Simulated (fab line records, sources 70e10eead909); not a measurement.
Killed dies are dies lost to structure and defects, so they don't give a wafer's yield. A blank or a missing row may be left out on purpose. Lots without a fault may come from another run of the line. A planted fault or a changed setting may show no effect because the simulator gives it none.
fab line records | flow nand_harc
record lots=5 wafers=15 last_day=33
route steps=1302 shown P_GATE@155 END@1302
lots that met no fault: from a run of the same line without faults
start_h: hours from the record's first day to the start of the lot's first wafer shown | wait_h: hours since the lot's step before | " the same as in the row above | L1.1+2: a row that stands for several wafers | - no value, or no start given | * or withheld: withheld | < > ~ a bound
route shown NAME@n: a module of which the file shows steps, and the number in the route of the first | usual: mean/standard deviation of fault-free wafers | same: alike in all rows | chamber/n: place in a boat | sites: the reading at each site | _std_site: their standard deviation | _edge_site: outer sites' mean less inner sites' | radius_mm: how far each site lies from the wafer's centre | mask NAME#n: copy n | behind: the tool/chamber that last shaped the wafer | hold: why the lot was held/for how many hours/how that ended | device: the transistor (n, p or np) that didn't switch | end of line: the same wafers' tests at the end of the route | a step without rows: its recipe alone | killed: dies lost to structure and defects at the first sort, not the wafer's yield | map: a wafer's dies, x killed, . not, _ none there
set.NAME: the setting as run; set.NAME@STEP: as run at that earlier step | model.NAME: the simulator's own value behind a step, which no gauge read
lots at some steps of the route; a table a step, a row a wafer
services: from which hour (start_h, from the record's first day; less than 0 if before it) a tool's chamber was out of use, for how many hours, and why
## steps
# step NHARC_P_GATE_ALD_36
# recipe target_thk_a=200 pulse_time_s=60 ald_cycles=223 temp_c=400 material=SiNx
# usual heater_power_w=849/68 precursor_pulse_height_rel=1.000/0.019
# columns lot.wafer tool chamber start_h wait_h heater_power_w precursor_pulse_height_rel
L402.3 ald_sin-01 3 143.71 - 949 0.960
L402.6 " 1 149.29 - 857 1.000
L402.4 " 2 150.69 - 834 1.006
L408.4 ald_sin-01 0 204.17 - 832 0.985
L408.2 " 1 205.22 - 863 1.025
L408.1 " 2 206.28 - 839 0.987
L412.2 ald_sin-04 3 245.76 - 830 0.991
L412.6 " 2 248.90 - 733 0.995
L412.5 " 3 249.95 - 855 1.017
L413.4 ald_sin-03 1 260.50 - 893 0.992
L413.1 " 2 261.55 - 990 0.987
L413.5 " 1 264.71 - 923 0.999
L420.3 ald_sin-01 2 330.52 - 844 0.966
L420.1 " 0 332.65 - 856 1.024
L420.6 " 1 333.71 - 795 0.995
# step NHARC_P_GATE_ETCHBACK_37
# recipe target_depth_a=345 time_s=17.2 chf3_flow_sccm=50 o2_flow_sccm=10 ar_flow_sccm=200 rf_w=500 bias_w=200 chemistry=CHF3/O2
# usual drypump_motor_current_A=5.60/0.29 oes_product_au=0.943/0.027 rf_vpp_V=369.8/1.8 showerhead_plenum_p_Torr=2.36/0.076 throttle_valve_pct=20.572/0.0093
# columns lot.wafer tool chamber start_h wait_h drypump_motor_current_A oes_product_au rf_hours_counter_h rf_vpp_V showerhead_plenum_p_Torr throttle_valve_pct
L402.4 rie_diel-02 0 - - 5.44 0.978 4 367.8 2.25 20.572
L402.3 " 1 " " 5.73 0.975 6 369.9 2.37 20.561
L402.6 " 2 " " 5.47 0.985 - 369.9 2.35 20.576
L408.2 rie_diel-02 1 - - 5.72 0.918 9 370.3 2.37 20.579
L408.4 " 3 " " 5.72 0.927 9 369.4 2.38 20.559
L408.1 " 0 " " 5.48 0.934 7 366.3 2.25 20.580
L412.2 rie_diel-12 3 - - 5.39 0.913 10 368.6 2.30 20.555
L412.5 " 3 " " 5.39 0.923 - 369.8 2.30 20.572
L412.6 " 1 " " 5.77 0.909 - 368.2 2.30 20.579
L413.1 rie_diel-02 2 - - 5.45 0.945 1 369.6 2.35 20.559
L413.4 " 3 " " 5.73 0.950 1 369.0 2.38 20.568
L413.5 " 3 " " 5.72 0.947 - 371.0 2.38 20.574
L420.3 rie_diel-12 1 - - 5.79 0.918 4 368.4 2.30 20.583
L420.1 " 2 " " 5.61 0.920 3 369.5 2.41 20.570
L420.6 " 0 " " 5.20 0.939 - 367.7 2.28 20.569
# step NHARC_P_GATE_STRIP_101
# recipe time_s=20 o2_flow_sccm=500 ar_flow_sccm=0 bias_w=0 chemistry=O2
# usual drypump_motor_current_A=5.57/0.29 oes_product_au=0.998/0.01 rf_vpp_V=57.6/0.89 showerhead_plenum_p_Torr=3.47/0.11 throttle_valve_pct=17.036/0.0092
# columns lot.wafer tool chamber start_h wait_h drypump_motor_current_A oes_product_au rf_hours_counter_h rf_vpp_V showerhead_plenum_p_Torr throttle_valve_pct
L402.4 rie_diel-02 3 155.36 0.1 5.72 1.006 7 57.8 3.50 17.056
L402.3 " 0 " " 5.47 1.010 4 57.3 3.32 17.043
L402.6 " 3 " " 5.74 0.985 - 58.3 3.50 17.049
L408.1 rie_diel-02 3 213.78 0.1 5.75 1.005 9 58.6 3.50 17.032
L408.2 " 0 " " 5.47 1.016 7 55.2 3.31 17.028
L408.4 " 2 " " 5.46 1.003 9 58.0 3.45 17.032
L412.2 rie_diel-12 1 254.29 0.1 5.80 0.986 9 56.3 3.38 17.025
L412.6 " 1 " " 5.79 0.985 - 56.5 3.38 17.049
L412.5 " 2 " " 5.69 0.994 - 58.4 3.54 17.031
L413.1 rie_diel-02 1 269.04 0.1 5.72 1.005 2 56.4 3.48 17.032
L413.4 " 3 " " 5.75 1.005 1 57.7 3.49 17.034
L413.5 " 1 " " 5.73 0.996 - 59.9 3.48 17.043
L420.3 rie_diel-12 0 339.11 0.1 5.23 0.996 4 57.7 3.36 17.036
L420.1 " 1 " " 5.78 0.976 4 59.0 3.38 17.021
L420.6 " 3 " " 5.42 0.991 - 56.1 3.38 17.032
# step NHARC_P_GATE_PRECLEAN_97
# recipe time_s=600 temp_c=120 chemistry=SPM
# step NHARC_P_GATE_SRD_98
# step NHARC_P_GATE_PRECLEAN_99
# recipe time_s=* temp_c=50 bath_age_min=0 chemistry=SC1
# step NHARC_P_GATE_SRD_100
# step NHARC_P_GATE_DEHYDRATE_38
# recipe temp_c=150 time_s=120
# step NHARC_P_GATE_HMDS_39
# recipe time_s=30
# step NHARC_P_GATE_COAT_40
# recipe spin_rpm=3000
# step NHARC_P_GATE_SOFTBAKE_41
# recipe temp_c=122 time_s=95
# step NHARC_P_GATE_EBR_42
# step NHARC_P_GATE_EXPOSE_43
# recipe na=0.6 target_cd_nm=720 dose_mj=14.81 mask_id=P_NSD
# usual reticle_temp_C=23.00/0.1
# columns lot.wafer tool chamber start_h wait_h mask reticle_temp_C
L402.3 krf_scanner-01 0 156.14 - P_NSD#0 23.10
L402.4 " 0 " " P_NSD#0 23.00
L402.6 " 0 " " P_NSD#0 23.08
L408.1 krf_scanner-03 0 214.42 - P_NSD#0 22.92
L408.2 " 0 " " P_NSD#0 22.84
L408.4 " 0 " " P_NSD#0 22.97
L412.2 krf_scanner-03 0 255.07 - P_PSD#0 22.88
L412.5 " 0 " " P_PSD#0 23.08
L412.6 " 0 " " P_PSD#0 22.94
L413.1 krf_scanner-04 0 269.80 - P_NSD#0 23.07
L413.4 " 0 " " P_NSD#0 23.04
L413.5 " 0 " " P_NSD#0 22.90
L420.1 krf_scanner-04 0 339.87 - P_NSD#0 23.33
L420.3 " 0 " " P_NSD#0 23.08
L420.6 " 0 " " P_NSD#0 23.19
# step NHARC_P_GATE_PEB_44
# recipe peb_temp_c=118 peb_time_s=85
# step NHARC_P_GATE_DEVELOP_45
# recipe time_s=70
# step NHARC_P_GATE_CD_MEAS_46
# recipe target_cd_nm=720 landing_energy_ev=500
# usual cd_nm=719.8/1.6
# same landing_energy_ev=500
# columns lot.wafer tool chamber start_h wait_h cd_nm
L402.3 cd_sem-01 0 156.30 - 719.7
L402.4 " 0 " " 717.5
L402.6 " 0 " " 720.0
L408.1 cd_sem-01 0 214.57 - 722.4
L408.2 " 0 " " 721.5
L408.4 " 0 " " 719.4
L412.2 cd_sem-02 0 255.22 - -
L412.5 " 0 " " -
L412.6 " 0 " " -
L413.1 cd_sem-03 0 269.95 - 720.6
L413.4 " 0 " " 721.0
L413.5 " 0 " " 719.0
L420.1 cd_sem-03 0 340.02 - 721.0
L420.3 " 0 " " 716.6
L420.6 " 0 " " 721.5
# step NHARC_P_GATE_HARDBAKE_47
# recipe temp_c=125 time_s=80
# step NHARC_END_SORT_01
# recipe temp_c=25
# usual killed_at_array=55/20 killed_at_other=0.7/0.96 killed_at_periphery=4.1/2.4 killed_dies=60/20 killed_open=3.3/1.9 killed_short=2.8/1.6
# same gross_dies=677
# columns lot.wafer tool chamber start_h wait_h killed_at_array killed_at_other killed_at_periphery killed_dies killed_open killed_short
L412.2 prober-02 0 696.91 2.8 39 1 637 677 4 2
L412.5 prober-02 0 699.26 3.6 43 0 634 677 3 3
L412.6 prober-02 0 700.05 3.9 45 0 632 677 5 3
# killed by level:class
L412.2 P_GATE:area_expose=635 A_CHANNEL_HOLE_D1:chamber_film_flake=29 A_STAIRCASE:chamber_film_flake=3 A_CHANNEL_FILL_D1:geometric_particle:short=1 A_ONON_D2:geometric_particle:open=1 A_CHANNEL_HOLE_D2:geometric_particle:short=1 A_SGD_CUT:geometric_particle:open=1 A_M0:geometric_particle:open=1
L412.5 P_GATE:area_expose=628 A_CHANNEL_HOLE_D1:chamber_film_flake=30 A_DECK1_JOINT:chamber_film_flake=3 P_BONDPAD:chamber_film_flake=2 A_SLIT:chamber_film_flake=2 A_CONTACT:chamber_film_flake=2 P_CONTACT:geometric_particle:open=1 A_ONON_D1:geometric_particle:open=1
L412.6 P_GATE:area_expose=628 A_CHANNEL_HOLE_D1:chamber_film_flake=34 A_CHANNEL_FILL_D1:geometric_particle:short=2 A_CHANNEL_FILL_D2:geometric_particle:open=2 P_GATE:geometric_particle:short=1 A_CHANNEL_FILL_D1:geometric_particle:open=1 A_M0:geometric_particle:open=1 A_M1:geometric_particle:open=1
# map L412.2 (x killed, . not)
____________x____________
_________xxxxxxx_________
_______xxxxxxxxxxx_______
______xxxxxxxxxxxxx______
_____xxxxxxxxxxxxxxx_____
____xxxxxxxxxxxxxxxxx____
____xxxxxxxxxxxxxxxxx____
___xxxxxxxxxxxxxxxxxxx___
___xxxxxxxxxxxxxxxxxxx___
__xxxxxxxxxxxxxxxxxxxxx__
__xxxxxxxxxxxxxxxxxxxxx__
_xxxxxxxxxxxxxxxxxxxxxxx_
_xxxxxxxxxxxxxxxxxxxxxxx_
_xxxxxxxxxxxxxxxxxxxxxxx_
_xxxxxxxxxxxxxxxxxxxxxxx_
_xxxxxxxxxxxxxxxxxxxxxxx_
xxxxxxxxxxxxxxxxxxxxxxxxx
xxxxxxxxxxxxxxxxxxxxxxxxx
xxxxxxxxxxxxxxxxxxxxxxxxx
xxxxxxxxxxxxxxxxxxxxxxxxx
xxxxxxxxxxxxxxxxxxxxxxxxx
_xxxxxxxxxxxxxxxxxxxxxxx_
_xxxxxxxxxxxxxxxxxxxxxxx_
_xxxxxxxxxxxxxxxxxxxxxxx_
_xxxxxxxxxxxxxxxxxxxxxxx_
_xxxxxxxxxxxxxxxxxxxxxxx_
__xxxxxxxxxxxxxxxxxxxxx__
__xxxxxxxxxxxxxxxxxxxxx__
___xxxxxxxxxxxxxxxxxxx___
___xxxxxxxxxxxxxxxxxxx___
____xxxxxxxxxxxxxxxxx____
____xxxxxxxxxxxxxxxxx____
_____xxxxxxxxxxxxxxx_____
______xxxxxxxxxxxxx______
_______xxxxxxxxxxx_______
_________xxxxxxx_________
____________x____________
# map L408.2 (x killed, . not)
____________.____________
_________.x....._________
_______.......x..._______
______.............______
_____x.....x.x.....x_____
____xx..........x....____
____xxx.....x........____
___xxx.....x..........___
___.xxx....x..x.......___
__......x..x..x........__
__x..x......x.x......x.__
_.....x................._
_....x..x..............._
_.....x................._
_.........x............._
_......................._
..................x......
.........................
.........................
...x..x.x................
......x..................
_......................._
_......x.......x........_
_......................._
_...........x......x..x._
_......................._
__...x........x........__
__.....................__
___...................___
___x..................___
____........xx.......____
____.................____
_____..............._____
______..........x..______
_______..........._______
_________......._________
____________.____________
## services
# columns tool chamber start_h hours kind
ald_sin-03 0 126.00 4.5 repair
ald_sin-01 0 129.83 14.0 repair
krf_scanner-01 - 140.00 4.0 pm
ald_sin-04 - 142.71 1.6 repair
krf_scanner-01 - 146.91 0.5 repair
ald_sin-01 0 164.64 5.0 repair
rie_diel-02 3 172.30 6.0 repair
krf_scanner-04 - 182.00 4.0 pm
rie_diel-12 1 190.19 8.3 repair
rie_diel-12 0 212.10 42.8 repair
ald_sin-01 - 213.44 10.0 pm
rie_diel-02 - 216.82 9.0 pm
krf_scanner-03 - 224.00 4.0 pm
krf_scanner-03 - 229.69 0.1 repair
krf_scanner-01 - 234.40 1.8 repair
krf_scanner-04 - 246.47 0.4 repair
rie_diel-12 - 252.16 0.4 repair
ald_sin-04 - 254.29 10.0 pm
rie_diel-02 2 261.66 1.5 repair
ald_sin-01 0 263.30 23.5 repair
rie_diel-12 - 268.45 9.0 pm
krf_scanner-04 - 279.08 4.8 repair
rie_diel-12 0 301.09 3.1 repair
krf_scanner-03 - 337.43 2.9 repair
## key
first_sign step=NHARC_P_GATE_EXPOSE_43 reading=mask direction=changed
effect step=NHARC_P_GATE_CD_MEAS_46 reading=cd_nm direction=missing
effect step=NHARC_END_SORT_01 reading=killed_at_periphery direction=up sigmas=99+ usual=4.1 struck=634.3
more_kills_born_at NHARC_P_GATE_EXPOSE_43@krf_scanner-03=1891
met_at NHARC_P_GATE_EXPOSE_43
struck_wafers L412.2,L412.5,L412.6
later_rows_left_out L412.2,L412.5,L412.6
tester_left_out L412
onset_between 214.42 255.07
fault kind=wrong_mask tool=any chamber=- onset_h=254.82 steps=NHARC_P_GATE_EXPOSE_43 aux_copy=P_PSD#0 scope=struck_lots_only
# tester_left_out: of these lots the tester's yield and bins aren't shown, on N5 and GAA mostly nor the transistor test; their killed dies are dies lost to structure and defects alone, not to doping, threshold or leakage, so they don't give the yield
# later_rows_left_out: the simulator's readings of these wafers behind a module that went badly wrong aren't trusted and aren't shown, but for the sort
